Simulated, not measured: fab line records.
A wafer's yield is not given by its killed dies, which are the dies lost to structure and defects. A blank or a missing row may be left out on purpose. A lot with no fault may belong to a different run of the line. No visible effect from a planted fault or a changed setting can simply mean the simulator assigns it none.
fab line records	flow n5Finfet
record lots=12	wafers=36	lastDay=20
route steps=1938 shown BEOL_M8@1346 PASSIVATION@1936
lots that met no fault: taken from a fault-free run of the same line
startH: start of the lot's first displayed wafer, in hours after the record's first day	waitH: how many hours have passed since the lot's step before this one	" same as the row above	L1.1+2: one row covering several wafers at once	- no value, or no start given	* or withheld: withheld	< > ~ a bound
route shown NAME@n: names a module that has steps shown in the file, with the first one's number in the route	usual: mean/standard deviation taken from wafers without a fault	same: alike in all rows	chamber/n: place in a boat	sites: readings site by site	_std_site: the values' standard deviation	_edge_site: the outer-site mean with the inner-site mean subtracted	radiusMm: how far each site lies from the wafer's centre	mask NAME#n: copy n	behind: the last tool/chamber to shape the wafer	hold: why the lot was held/for how many hours/how that ended	device: the n, p or np transistor that did not switch	end of line: the route-end tests of the same wafers	a step without rows: its recipe alone	killed: count of dies lost to structure and defects at first sort (not the wafer's yield)	map: the dies of a wafer, with x for killed, . for not killed, _ for no die there
set.NAME: the setting the step ran with; set.NAME@STEP: the setting that earlier step ran with	model.NAME: the simulator's own value behind a step, which no gauge read
the route's steps for a sample of lots (tables are steps, rows are wafers)
services: from which hour (startH, from the record's first day; less than 0 if before it) a tool's chamber was out of use, for how many hours, and why
## steps
# step N5_BEOL_M8_OVL_MEAS_12
# recipe pointsPerWafer=44
# usual M8_OVL=0.1/0.71
lot.wafer	tool	chamber	startH	waitH	M8_OVL[nm]
L622.1	overlay-02	0	226.07	0.0	0.0
L622.5	"	0	"	"	0.3
L622.6	"	0	"	"	0.5
L623.2	overlay-02	0	247.67	0.0	-0.2
L623.3	"	0	"	"	-0.3
L623.5	"	0	"	"	0.3
L624.4	overlay-01	0	248.05	0.0	-0.5
L624.5	"	0	"	"	0.1
L624.6	"	0	"	"	0.7
L628.2	overlay-02	0	266.26	0.0	0.7
L628.5	"	0	"	"	0.5
L628.6	"	0	"	"	0.0
L630.2	overlay-02	0	291.63	0.0	0.0
L630.5	"	0	"	"	0.6
L630.6	"	0	"	"	0.2
L631.1	overlay-01	0	296.54	0.0	-0.1
L631.3	"	0	"	"	0.5
L631.4	"	0	"	"	0.3
L632.1	overlay-02	0	315.93	0.0	0.5
L632.2	"	0	"	"	-0.4
L632.5	"	0	"	"	-0.9
L633.2	overlay-01	0	319.69	0.0	-1.3
L633.4	"	0	"	"	-0.6
L633.6	"	0	"	"	-1.5
L635.1	overlay-02	0	341.01	0.1	-0.1
L635.2	"	0	"	"	-0.9
L635.4	"	0	"	"	-0.5
L639.3	overlay-01	0	375.88	0.0	0.9
L639.4	"	0	"	"	-0.2
L639.5	"	0	"	"	0.6
L638.2	overlay-01	0	380.58	0.0	1.0
L638.4	"	0	"	"	0.4
L638.6	"	0	"	"	0.4
L643.1	overlay-01	0	402.74	0.0	0.0
L643.4	"	0	"	"	-0.4
L643.6	"	0	"	"	0.3
# step N5_BEOL_M8_ETCH_62
# recipe chemistry=N2/H2	target=SOC	targetDepthA=1100	overetchA=220	maskMaterial=SiARC	tempC=40	timeS=165	ionEnergyEv=200	pressureMtorr=30	sourceW=840	biasW=150	n2FlowSccm=200	h2FlowSccm=200
# usual drypumpMotorCurrentA=5.50/0.21	h2FlowSccm=200.1/0.59	oesProductAu=0.65/0.063	rfVppV=523.3/2.7	showerheadPlenumPTorr=2.52/0.09	tempC=39.99/0.14	throttleValvePct=17.85/0.2
lot.wafer	tool	chamber	startH	waitH	drypumpMotorCurrentA	h2FlowSccm	oesProductAu	rfHoursCounterH	rfVppV	showerheadPlenumPTorr	tempC	throttleValvePct
L622.1	rieDiel-03	0	226.22	0.0	5.46	200.1	0.61	180	523.4	2.54	40.11	17.77
L622.5	"	0	"	"	5.44	200.4	0.62	-	524.4	2.54	39.90	17.77
L622.6	"	3	"	"	5.33	199.5	0.71	-	525.2	2.57	39.87	18.00
L623.2	rieDiel-06	3	248.32	0.0	5.33	200.1	0.65	152	525.0	2.55	40.08	18.02
L623.3	"	0	"	"	5.54	201.8	0.62	205	520.2	2.41	39.96	17.99
L623.5	"	0	"	"	5.52	201.0	0.61	-	519.1	2.41	39.93	18.00
L624.4	rieDiel-03	0	248.59	0.0	5.45	199.9	0.61	187	522.4	2.53	39.92	17.80
L624.5	"	0	"	"	5.43	199.7	0.61	-	523.4	2.53	40.08	17.78
L624.6	"	3	"	"	5.30	200.3	0.70	-	525.1	2.57	39.81	18.00
L628.2	rieDiel-05	2	266.85	0.0	5.91	200.3	0.60	227	524.1	2.51	40.06	17.68
L628.5	"	0	"	"	5.11	200.0	0.61	-	527.1	2.63	40.04	18.14
L628.6	"	1	"	"	5.55	199.0	0.76	-	525.6	2.60	40.02	17.81
L630.2	rieDiel-06	1	291.87	0.0	5.86	199.4	0.64	126	523.8	2.55	39.89	17.54
L630.5	"	0	"	"	5.54	199.7	0.61	-	519.5	2.40	40.07	18.03
L630.6	"	1	"	"	5.86	199.8	0.64	-	524.5	2.55	39.96	17.55
L631.1	rieDiel-03	3	296.74	0.0	5.25	199.9	0.69	84	525.0	2.56	39.76	18.02
L631.3	"	2	"	"	5.60	200.6	0.61	183	517.9	2.32	39.93	17.88
L631.4	"	3	"	"	5.26	199.9	0.69	-	523.8	2.56	39.92	18.04
L632.1	rieDiel-05	2	316.69	0.0	5.93	199.7	0.59	246	522.5	2.50	39.96	17.74
L632.2	"	1	"	"	5.53	201.2	0.73	45	525.8	2.59	39.93	17.85
L632.5	"	2	"	"	5.92	200.2	0.59	-	521.9	2.50	39.90	17.72
L633.2	rieDiel-06	0	319.83	0.0	5.57	200.3	0.60	237	517.9	2.39	40.04	18.05
L633.4	"	1	"	"	5.87	200.1	0.64	-	525.0	2.55	39.78	17.57
L633.6	"	0	"	"	5.56	199.5	0.60	-	520.5	2.39	40.11	18.06
L635.1	rieDiel-06	0	341.16	0.0	5.53	199.9	0.58	244	519.7	2.39	39.98	18.08
L635.2	"	1	"	"	5.87	199.5	0.63	147	523.5	2.54	40.12	17.59
L635.4	"	2	"	"	5.27	201.1	0.58	240	521.6	2.51	39.75	17.69
L639.3	rieDiel-03	3	376.03	0.0	5.29	200.1	0.66	113	525.0	2.55	39.97	18.08
L639.4	"	2	"	"	5.60	200.4	0.60	-	517.9	2.31	39.81	17.93
L639.5	"	3	"	"	5.29	199.4	0.67	-	525.0	2.55	40.13	18.07
L638.2	rieDiel-06	1	380.73	0.0	5.86	200.5	0.62	162	522.3	2.54	39.98	17.61
L638.4	"	0	"	"	5.54	199.4	0.83	-	527.9	2.71	40.00	17.65
L638.6	"	3	"	"	5.34	199.2	0.63	-	523.8	2.53	40.09	18.11
L643.1	rieDiel-06	2	403.28	0.0	5.29	199.2	0.84	5	519.5	2.50	40.26	17.31
L643.4	"	1	"	"	5.91	200.2	0.61	172	524.6	2.53	40.15	17.64
L643.6	"	1	"	"	5.87	200.6	0.60	-	523.4	2.53	40.06	17.63
# step N5_BEOL_M8_COAT_71
# recipe resist=underlayer	tempC=205	timeS=60	spinRpm=1500	resistThkNm=5
# usual resistLineTempC=23.02/0.11	spinSpeedRpm=1500.0/1.1
lot.wafer	tool	chamber	startH	waitH	resistLineTempC	spinSpeedRpm
L622.1	lithoTrack-05	0	228.62	-	22.97	1500.7
L622.5	"	0	"	"	23.11	1500.4
L622.6	"	0	"	"	22.99	1501.2
L624.4	lithoTrack-01	0	257.54	-	22.98	1500.4
L624.5	"	0	"	"	22.94	1500.0
L624.6	"	0	"	"	22.93	1499.8
L623.2	lithoTrack-04	0	260.03	-	22.91	1499.9
L623.3	"	0	"	"	22.73	1501.4
L623.5	"	0	"	"	22.97	1500.3
L628.2	lithoTrack-04	0	268.17	-	23.05	1445.8
L628.5	"	0	"	"	23.14	1446.2
L628.6	"	0	"	"	23.10	1447.1
L630.2	lithoTrack-04	0	295.34	-	23.10	1446.8
L630.5	"	0	"	"	23.23	1445.7
L630.6	"	0	"	"	23.13	1444.5
L631.1	lithoTrack-01	0	297.37	-	22.94	1502.4
L631.3	"	0	"	"	22.89	1500.3
L631.4	"	0	"	"	22.85	1499.4
L632.1	lithoTrack-05	0	317.25	-	23.01	1499.5
L632.2	"	0	"	"	22.89	1499.8
L632.5	"	0	"	"	22.94	1499.1
L633.2	lithoTrack-01	0	321.56	-	23.15	1500.6
L633.4	"	0	"	"	22.93	1498.0
L633.6	"	0	"	"	23.15	1498.9
L635.1	lithoTrack-01	0	342.77	-	22.90	1501.2
L635.2	"	0	"	"	22.92	1501.3
L635.4	"	0	"	"	23.07	1499.5
L639.3	lithoTrack-01	0	378.89	-	23.00	1501.2
L639.4	"	0	"	"	22.88	1498.8
L639.5	"	0	"	"	23.01	1500.9
L638.2	lithoTrack-05	0	381.14	-	23.01	1500.3
L638.4	"	0	"	"	23.08	1499.6
L638.6	"	0	"	"	23.21	1500.0
L643.1	lithoTrack-05	0	403.77	-	23.16	1499.3
L643.4	"	0	"	"	22.99	1500.2
L643.6	"	0	"	"	22.88	1499.3
# step N5_BEOL_M8_CD_MEAS_28
# recipe targetCdNm=40	landingEnergyEv=500	detector=seInlens
# usual cdNm=39.97/0.23
lot.wafer	tool	chamber	startH	waitH	cdNm
L622.1	cdSem-03	0	229.01	-	40.18
L622.5	"	0	"	"	40.15
L622.6	"	0	"	"	40.07
L624.4	cdSem-03	0	257.93	-	39.93
L624.5	"	0	"	"	39.72
L624.6	"	0	"	"	40.03
L623.2	cdSem-03	0	260.42	-	40.06
L623.3	"	0	"	"	39.88
L623.5	"	0	"	"	40.42
L628.2	cdSem-01	0	268.43	-	40.04
L628.5	"	0	"	"	40.08
L628.6	"	0	"	"	40.23
L630.2	cdSem-01	0	295.74	-	39.52
L630.5	"	0	"	"	39.81
L630.6	"	0	"	"	39.99
L631.1	cdSem-03	0	297.63	-	39.74
L631.3	"	0	"	"	39.99
L631.4	"	0	"	"	40.05
L632.1	cdSem-02	0	317.64	-	40.14
L632.2	"	0	"	"	40.06
L632.5	"	0	"	"	40.15
L633.2	cdSem-03	0	321.83	-	39.76
L633.4	"	0	"	"	39.84
L633.6	"	0	"	"	40.16
L635.1	cdSem-03	0	343.15	-	39.88
L635.2	"	0	"	"	39.93
L635.4	"	0	"	"	39.92
L639.3	cdSem-01	0	379.29	-	39.85
L639.4	"	0	"	"	39.66
L639.5	"	0	"	"	39.27
L638.2	cdSem-01	0	381.45	-	39.72
L638.4	"	0	"	"	39.77
L638.6	"	0	"	"	40.22
L643.1	cdSem-03	0	404.03	-	39.86
L643.4	"	0	"	"	39.85
L643.6	"	0	"	"	40.04
# step N5_PASSIVATION_PROBE_49
# usual killed_at_M0_to_M3=36/11	killed_at_M4_up=13/5.1	killedAtContacts=14/4.9	killedAtFrontEnd=41/10	killedAtOther=3.4/2.6	killedDies=107/16	killedOnRim=14/4	killedOpen=70/11	killedShort=36/7.8
# same grossDies=1180	killedAtBackSide=0
lot.wafer	tool	chamber	startH	waitH	killed_at_M0_to_M3	killed_at_M4_up	killedAtContacts	killedAtFrontEnd	killedAtOther	killedDies	killedOnRim	killedOpen	killedShort
L622.1	prober-01	-	312.78	0.0	45	14	14	43	3	119	17	74	45
L622.5	prober-01	-	312.98	0.2	46	15	12	34	3	110	15	72	36
L622.6	prober-01	-	313.03	0.3	46	12	15	43	9	125	16	78	43
L624.4	prober-02	-	331.51	0.2	22	6	6	50	5	89	8	60	28
L624.5	prober-02	-	331.56	0.2	34	12	15	52	2	115	15	77	36
L624.6	prober-02	-	331.61	0.3	20	9	7	39	2	77	7	50	25
L623.2	prober-02	-	340.09	0.1	17	19	9	31	6	82	9	58	24
L623.3	prober-02	-	340.14	0.1	23	17	13	26	5	84	12	54	29
L623.5	prober-02	-	340.24	0.2	46	11	13	37	8	115	13	82	33
L628.2	prober-01	-	341.57	0.1	23	14	11	49	10	107	18	63	44
L628.5	prober-01	-	341.72	0.2	30	10	13	35	12	100	14	73	27
L628.6	prober-01	-	341.77	0.3	43	13	7	43	5	111	17	64	47
L630.2	prober-01	-	363.81	0.1	23	20	13	53	4	113	17	63	46
L630.5	prober-01	-	363.96	0.2	27	14	14	42	2	99	16	66	32
L630.6	prober-01	-	364.01	0.3	23	6	11	47	2	89	13	59	29
L631.1	prober-02	-	369.12	0.0	25	3	27	36	1	92	12	61	30
L631.3	prober-02	-	369.22	0.1	27	10	18	40	6	101	15	69	27
L631.4	prober-02	-	369.27	0.2	37	11	9	48	0	105	15	68	36
L632.1	prober-01	-	385.14	0.0	33	12	10	68	5	128	17	83	44
L632.2	prober-01	-	385.19	0.1	44	19	22	56	3	144	18	100	41
L632.5	prober-01	-	385.34	0.2	20	20	14	50	3	107	17	78	27
L633.2	prober-02	-	393.96	0.1	42	17	16	45	3	123	18	81	40
L633.4	prober-02	-	394.06	0.2	35	11	11	30	4	91	12	61	28
L633.6	prober-02	-	394.16	0.3	50	15	8	36	0	109	21	71	34
L635.1	prober-01	-	416.79	0.0	30	14	5	44	6	99	5	66	29
L635.2	prober-01	-	416.84	0.1	42	16	12	52	3	125	24	83	39
L635.4	prober-01	-	416.94	0.2	49	23	7	40	6	125	18	87	38
L638.2	prober-02	-	460.43	0.1	48	11	11	42	5	117	8	80	34
L638.4	prober-02	-	460.53	0.2	25	5	9	40	1	80	9	51	27
L638.6	prober-02	-	460.63	0.3	44	14	18	43	0	119	17	72	42
L639.3	prober-01	-	462.46	0.1	36	10	11	40	4	101	18	74	26
L639.4	prober-01	-	462.51	0.2	48	7	15	42	3	115	21	79	34
L639.5	prober-01	-	462.56	0.2	66	12	16	49	7	150	13	92	56
L643.1	prober-01	-	479.05	0.0	50	18	6	51	0	125	18	96	28
L643.4	prober-01	-	479.20	0.2	52	18	9	41	4	124	19	70	50
L643.6	prober-01	-	479.30	0.3	54	16	8	41	1	120	17	69	48
# killed by level:class
L622.1 STI_FIN_REVEAL:geometricParticle:open=12 MOL_CONTACT_COAG:geometricParticle:open=11 BEOL_M1:geometricParticle:open=8 BEOL_M0_SAQP:geometricParticle:short=8 FIN_SAQP:geometricParticle:short=7 BEOL_M3:geometricParticle:short=7 FIN_SAQP:geometricParticle:open=6 BEOL_M0_SAQP:geometricParticle:open=6
L622.5 BEOL_M0_SAQP:geometricParticle:short=13 MOL_CONTACT_COAG:geometricParticle:open=11 BEOL_M3:geometricParticle:open=10 DUMMY_GATE:geometricParticle:open=7 BEOL_M4:geometricParticle:open=7 STARTING-WAFER:geometricParticle:open=6 GATE_CUT:geometricParticle:short=5 BEOL_M0_SAQP:geometricParticle:open=5
L622.6 STI_FIN_REVEAL:geometricParticle:open=17 MOL_CONTACT_COAG:geometricParticle:open=13 BEOL_M1:geometricParticle:open=10 BEOL_M0_SAQP:geometricParticle:open=7 BEOL_M0_SAQP:geometricParticle:short=7 BEOL_M3:geometricParticle:short=7 BEOL_M3:geometricParticle:open=6 FIN_SAQP:geometricParticle:short=5
L624.4 STI_FIN_REVEAL:geometricParticle:open=10 DUMMY_GATE:geometricParticle:open=9 GATE_CUT:geometricParticle:short=7 GATE_CUT:geometricParticle:open=7 BEOL_M2:geometricParticle:open=7 MOL_CONTACT_COAG:geometricParticle:open=6 BEOL_M0_SAQP:geometricParticle:short=5 STARTING-WAFER:geometricParticle:open=5
L624.5 MOL_CONTACT_COAG:geometricParticle:open=12 GATE_CUT:geometricParticle:open=11 BEOL_M3:geometricParticle:open=9 BEOL_M0_SAQP:geometricParticle:short=8 BEOL_M0_SAQP:geometricParticle:open=8 FIN_SAQP:geometricParticle:open=7 STI_FIN_REVEAL:geometricParticle:open=7 FIN_SAQP:geometricParticle:short=4
L624.6 FIN_SAQP:geometricParticle:open=8 DUMMY_GATE:geometricParticle:open=8 BEOL_M2:geometricParticle:open=8 BEOL_M3:geometricParticle:open=6 GATE_CUT:geometricParticle:short=5 MOL_CONTACT_COAG:geometricParticle:open=4 FIN_SAQP:geometricParticle:short=3 STI_FIN_REVEAL:geometricParticle:open=3
L623.2 STI_FIN_REVEAL:geometricParticle:open=8 BEOL_M4:geometricParticle:open=8 MOL_CONTACT_COAG:geometricParticle:open=7 BEOL_M0_SAQP:geometricParticle:short=6 DUMMY_GATE:geometricParticle:open=6 BEOL_M0_SAQP:geometricParticle:open=6 FIN_SAQP:geometricParticle:open=5 BEOL_M5:geometricParticle:open=4
L623.3 MOL_CONTACT_COAG:geometricParticle:open=9 BEOL_M6:geometricParticle:open=6 FIN_SAQP:geometricParticle:open=4 MOL_CONTACT_COAG:geometricParticle:short=4 BEOL_M0_SAQP:geometricParticle:short=4 BEOL_M0:geometricParticle:open=4 BEOL_M2:geometricParticle:open=4 BEOL_M4:geometricParticle:open=4
L623.5 BEOL_M0_SAQP:geometricParticle:open=17 BEOL_M0_SAQP:geometricParticle:short=15 MOL_CONTACT_COAG:geometricParticle:open=10 STI_FIN_REVEAL:geometricParticle:open=9 DUMMY_GATE:geometricParticle:open=8 GATE_CUT:geometricParticle:open=4 BEOL_M1:geometricParticle:open=4 BEOL_M3:geometricParticle:open=4
L628.2 STI_FIN_REVEAL:geometricParticle:open=16 BEOL_M0_SAQP:geometricParticle:open=9 MOL_CONTACT_COAG:geometricParticle:open=6 BEOL_M0_SAQP:geometricParticle:short=6 MIM_TOP:geometricParticle:short=6 FIN_SAQP:geometricParticle:short=5 MOL_CONTACT_COAG:geometricParticle:short=5 BEOL_M4:geometricParticle:open=4
L628.5 MOL_CONTACT_COAG:geometricParticle:open=12 BEOL_M3:geometricParticle:open=10 STI_FIN_REVEAL:geometricParticle:open=9 STARTING-WAFER:geometricParticle:open=7 DUMMY_GATE:geometricParticle:open=5 BEOL_M0_SAQP:geometricParticle:short=5 BEOL_M0_SAQP:geometricParticle:open=5 DUMMY_GATE:geometricParticle:short=4
L628.6 FIN_SAQP:geometricParticle:short=11 FIN_SAQP:geometricParticle:open=9 BEOL_M0_SAQP:geometricParticle:short=9 MOL_CONTACT_COAG:geometricParticle:open=6 BEOL_M2:geometricParticle:open=6 GATE_CUT:geometricParticle:open=5 BEOL_M0_SAQP:geometricParticle:open=5 BEOL_M0:geometricParticle:open=5
L630.2 STI_FIN_REVEAL:geometricParticle:open=21 MOL_CONTACT_COAG:geometricParticle:open=10 BEOL_M4:geometricParticle:open=10 BEOL_M2:geometricParticle:short=7 FIN_SAQP:geometricParticle:short=6 GATE_CUT:geometricParticle:short=6 STI_FIN_REVEAL:geometricParticle:short=5 BEOL_M3:geometricParticle:open=5
L630.5 BEOL_M3:geometricParticle:open=12 MOL_CONTACT_COAG:geometricParticle:open=10 FIN_SAQP:geometricParticle:open=8 FIN_SAQP:geometricParticle:short=8 DUMMY_GATE:geometricParticle:open=6 BEOL_M4:geometricParticle:open=6 STI_FIN_REVEAL:geometricParticle:open=4 GATE_CUT:geometricParticle:short=4
L630.6 FIN_SAQP:geometricParticle:open=11 STI_FIN_REVEAL:geometricParticle:open=10 MOL_CONTACT_COAG:geometricParticle:open=10 BEOL_M3:geometricParticle:short=9 FIN_SAQP:geometricParticle:short=4 BEOL_M3:geometricParticle:open=4 BEOL_M1:geometricParticle:open=4 STI_FIN_REVEAL:geometricParticle:short=3
L631.1 MOL_CONTACT_COAG:geometricParticle:open=23 FIN_SAQP:geometricParticle:short=15 FIN_SAQP:geometricParticle:open=10 BEOL_M1:geometricParticle:open=9 BEOL_M0_SAQP:geometricParticle:open=5 MOL_CONTACT_COAG:geometricParticle:short=4 BEOL_M3:geometricParticle:open=4 ILD0:geometricParticle:short=3
L631.3 FIN_SAQP:geometricParticle:open=20 MOL_CONTACT_COAG:geometricParticle:open=15 FIN_SAQP:geometricParticle:short=6 BEOL_M2:geometricParticle:short=5 BEOL_M3:geometricParticle:open=4 BEOL_M0_SAQP:geometricParticle:short=4 BEOL_M0_SAQP:geometricParticle:open=4 PASS1_DEP:geometricParticle:open=4
L631.4 FIN_SAQP:geometricParticle:open=14 FIN_SAQP:geometricParticle:short=10 BEOL_M4:geometricParticle:open=8 BEOL_M0_SAQP:geometricParticle:open=8 MOL_CONTACT_COAG:geometricParticle:open=7 BEOL_M0_SAQP:geometricParticle:short=7 ILD0:geometricParticle:short=6 BEOL_M0:geometricParticle:open=6
L632.1 FIN_SAQP:geometricParticle:open=23 FIN_SAQP:geometricParticle:short=10 STI_FIN_REVEAL:geometricParticle:open=10 MOL_CONTACT_COAG:geometricParticle:open=7 BEOL_M0_SAQP:geometricParticle:short=7 BEOL_M3:geometricParticle:open=7 GATE_CUT:geometricParticle:short=5 BEOL_M0_SAQP:geometricParticle:open=5
L632.2 MOL_CONTACT_COAG:geometricParticle:open=17 STI_FIN_REVEAL:geometricParticle:open=16 BEOL_M0_SAQP:geometricParticle:short=11 BEOL_M2:geometricParticle:open=11 FIN_SAQP:geometricParticle:open=9 BEOL_M3:geometricParticle:open=9 BEOL_M4:geometricParticle:open=8 BEOL_M0_SAQP:geometricParticle:open=6
L632.5 STI_FIN_REVEAL:geometricParticle:open=17 MOL_CONTACT_COAG:geometricParticle:open=12 FIN_SAQP:geometricParticle:open=11 BEOL_M4:geometricParticle:open=8 BEOL_M2:geometricParticle:open=6 STARTING-WAFER:geometricParticle:short=6 ILD0:geometricParticle:open=4 BEOL_M0_SAQP:geometricParticle:open=4
L633.2 MOL_CONTACT_COAG:geometricParticle:open=14 FIN_SAQP:geometricParticle:open=10 BEOL_M1:geometricParticle:open=8 BEOL_M0_SAQP:geometricParticle:short=7 FIN_SAQP:geometricParticle:short=6 GATE_CUT:geometricParticle:open=6 DUMMY_GATE:geometricParticle:open=5 BEOL_M0_SAQP:geometricParticle:open=5
L633.4 MOL_CONTACT_COAG:geometricParticle:open=8 FIN_SAQP:geometricParticle:open=7 FIN_SAQP:geometricParticle:short=6 BEOL_M4:geometricParticle:open=6 BEOL_M0:geometricParticle:open=5 BEOL_M0_SAQP:geometricParticle:short=5 BEOL_M1:geometricParticle:open=5 STI_FIN_REVEAL:geometricParticle:open=4
L633.6 BEOL_M0_SAQP:geometricParticle:open=12 BEOL_M0_SAQP:geometricParticle:short=12 BEOL_M3:geometricParticle:open=10 BEOL_M2:geometricParticle:open=9 STI_FIN_REVEAL:geometricParticle:open=7 FIN_SAQP:geometricParticle:open=5 FIN_SAQP:geometricParticle:short=5 MOL_CONTACT_COAG:geometricParticle:open=5
L635.1 FIN_SAQP:geometricParticle:open=16 BEOL_M0_SAQP:geometricParticle:open=11 BEOL_M2:geometricParticle:open=7 BEOL_M4:geometricParticle:open=7 FIN_SAQP:geometricParticle:short=6 STI_FIN_REVEAL:geometricParticle:open=6 MOL_CONTACT_COAG:geometricParticle:open=5 BEOL_M0_SAQP:geometricParticle:short=5
L635.2 FIN_SAQP:geometricParticle:open=25 BEOL_M3:geometricParticle:open=11 MOL_CONTACT_COAG:geometricParticle:open=10 BEOL_M0_SAQP:geometricParticle:short=7 FIN_SAQP:geometricParticle:short=6 GATE_CUT:geometricParticle:short=6 BEOL_M0_SAQP:geometricParticle:open=6 BEOL_M1:geometricParticle:open=6
L635.4 BEOL_M0_SAQP:geometricParticle:open=16 FIN_SAQP:geometricParticle:open=15 BEOL_M4:geometricParticle:open=15 BEOL_M1:geometricParticle:open=10 BEOL_M0_SAQP:geometricParticle:short=9 FIN_SAQP:geometricParticle:short=8 MOL_CONTACT_COAG:geometricParticle:open=6 BEOL_M3:geometricParticle:open=6
L638.2 FIN_SAQP:geometricParticle:open=15 BEOL_M2:geometricParticle:open=12 FIN_SAQP:geometricParticle:short=10 MOL_CONTACT_COAG:geometricParticle:open=9 BEOL_M3:geometricParticle:open=9 BEOL_M0_SAQP:geometricParticle:open=7 GATE_CUT:geometricParticle:short=6 BEOL_M1:geometricParticle:open=6
L638.4 STI_FIN_REVEAL:geometricParticle:open=8 MOL_CONTACT_COAG:geometricParticle:open=8 FIN_SAQP:geometricParticle:short=7 BEOL_M2:geometricParticle:open=6 GATE_CUT:geometricParticle:short=6 BEOL_M3:geometricParticle:open=5 BEOL_M0_SAQP:geometricParticle:open=4 BEOL_M1:geometricParticle:open=4
L638.6 MOL_CONTACT_COAG:geometricParticle:open=14 FIN_SAQP:geometricParticle:open=12 BEOL_M0_SAQP:geometricParticle:open=9 BEOL_M3:geometricParticle:open=9 FIN_SAQP:geometricParticle:short=8 BEOL_M0_SAQP:geometricParticle:short=8 BEOL_M2:geometricParticle:open=6 GATE_CUT:geometricParticle:short=5
L639.3 BEOL_M0_SAQP:geometricParticle:open=12 STI_FIN_REVEAL:geometricParticle:open=10 FIN_SAQP:geometricParticle:open=8 DUMMY_GATE:geometricParticle:open=8 MOL_CONTACT_COAG:geometricParticle:open=8 BEOL_M2:geometricParticle:open=7 BEOL_M1:geometricParticle:open=6 FIN_SAQP:geometricParticle:short=5
L639.4 BEOL_M0_SAQP:geometricParticle:open=15 BEOL_M0_SAQP:geometricParticle:short=12 MOL_CONTACT_COAG:geometricParticle:open=10 STI_FIN_REVEAL:geometricParticle:open=9 FIN_SAQP:geometricParticle:open=8 DUMMY_GATE:geometricParticle:open=8 BEOL_M1:geometricParticle:open=8 BEOL_M2:geometricParticle:open=7
L639.5 FIN_SAQP:geometricParticle:open=16 BEOL_M0_SAQP:geometricParticle:short=16 BEOL_M0_SAQP:geometricParticle:open=14 BEOL_M2:geometricParticle:short=13 FIN_SAQP:geometricParticle:short=10 DUMMY_GATE:geometricParticle:open=10 MOL_CONTACT_COAG:geometricParticle:open=10 BEOL_M1:geometricParticle:open=9
L643.1 FIN_SAQP:geometricParticle:open=15 BEOL_M1:geometricParticle:open=11 BEOL_M3:geometricParticle:open=10 BEOL_M0_SAQP:geometricParticle:open=10 BEOL_M4:geometricParticle:open=8 FIN_SAQP:geometricParticle:short=7 STI_FIN_REVEAL:geometricParticle:open=6 BEOL_M2:geometricParticle:open=6
L643.4 STI_FIN_REVEAL:geometricParticle:open=14 BEOL_M0_SAQP:geometricParticle:short=14 BEOL_M2:geometricParticle:open=11 BEOL_M0_SAQP:geometricParticle:open=7 FIN_SAQP:geometricParticle:short=6 MOL_CONTACT_COAG:geometricParticle:open=5 BEOL_M4:geometricParticle:open=5 STI_FIN_REVEAL:geometricParticle:short=4
L643.6 FIN_SAQP:geometricParticle:short=15 BEOL_M0_SAQP:geometricParticle:short=14 BEOL_M2:geometricParticle:open=12 BEOL_M0_SAQP:geometricParticle:open=10 BEOL_M4:geometricParticle:open=10 BEOL_M1:geometricParticle:open=9 FIN_SAQP:geometricParticle:open=5 DUMMY_GATE:geometricParticle:open=5
## services
tool	chamber	startH	hours	kind
lithoTrack-05	-	203.23	-	consumableReplace:filter
rieDiel-06	2	285.04	20.5	repair
rieDiel-03	1	290.99	9.8	repair
rieDiel-05	0	297.70	19.9	repair
rieDiel-06	0	300.01	1.3	repair
rieDiel-06	3	303.75	16.3	repair
rieDiel-06	2	311.68	4.3	repair
rieDiel-06	-	315.30	0.9	repair
rieDiel-05	1	340.08	4.4	repair
rieDiel-05	2	342.03	3.2	repair
rieDiel-06	0	358.73	-	clean
rieDiel-06	0	358.73	-	consumableReplace:focusRing
rieDiel-06	0	358.73	-	consumableReplace:showerhead
rieDiel-06	0	358.73	18.1	scheduledDown
rieDiel-06	0	358.73	18.1	ventCycle
rieDiel-03	1	369.64	16.3	repair
rieDiel-06	2	376.91	-	clean
rieDiel-06	2	376.91	-	consumableReplace:focusRing
rieDiel-06	2	376.91	14.1	scheduledDown
rieDiel-06	2	376.91	14.1	ventCycle
lithoTrack-05	-	381.05	-	consumableReplace:filter
rieDiel-05	1	387.25	21.5	repair
lithoTrack-04	-	391.04	-	consumableReplace:filter
rieDiel-06	3	398.74	2.8	repair
## key
firstSign step=N5_BEOL_M8_COAT_71	reading=spinSpeedRpm	direction=down	sigmas=50	usual=*	struck=*
effect none on later readings
metAt N5_BEOL_M8_COAT_71
struckLots L628,L630
testerLeftOut L628
notActingAt N5_BEOL_M8_OVL_MEAS_12,N5_BEOL_M8_ETCH_62,N5_BEOL_M8_CD_MEAS_28
onsetBetween 260.03 268.17
earlierFault kind=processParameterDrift	tool=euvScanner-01	chamber=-	onsetH=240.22	steps=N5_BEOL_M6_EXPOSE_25	channel=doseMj	offset=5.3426	shape=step	actsIn=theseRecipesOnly	stated=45
earlierFault kind=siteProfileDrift	tool=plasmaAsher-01	chamber=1	onsetH=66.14	steps=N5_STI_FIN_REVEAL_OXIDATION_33	basis=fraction	maxAbsDrift=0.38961	slopeSharePerHr=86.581	sitePattern=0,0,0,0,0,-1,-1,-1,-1
fault kind=processParameterDrift	tool=lithoTrack-04	chamber=-	onsetH=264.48	steps=N5_BEOL_M8_COAT_71	channel=spinRpm	offset=*	shape=step	actsIn=*	stated=*
# testerLeftOut: of these lots the tester's yield and bins aren't shown, on N5 and GAA mostly nor the transistor test; their killed dies are dies lost to structure and defects alone, not to doping, threshold or leakage, so they don't give the yield
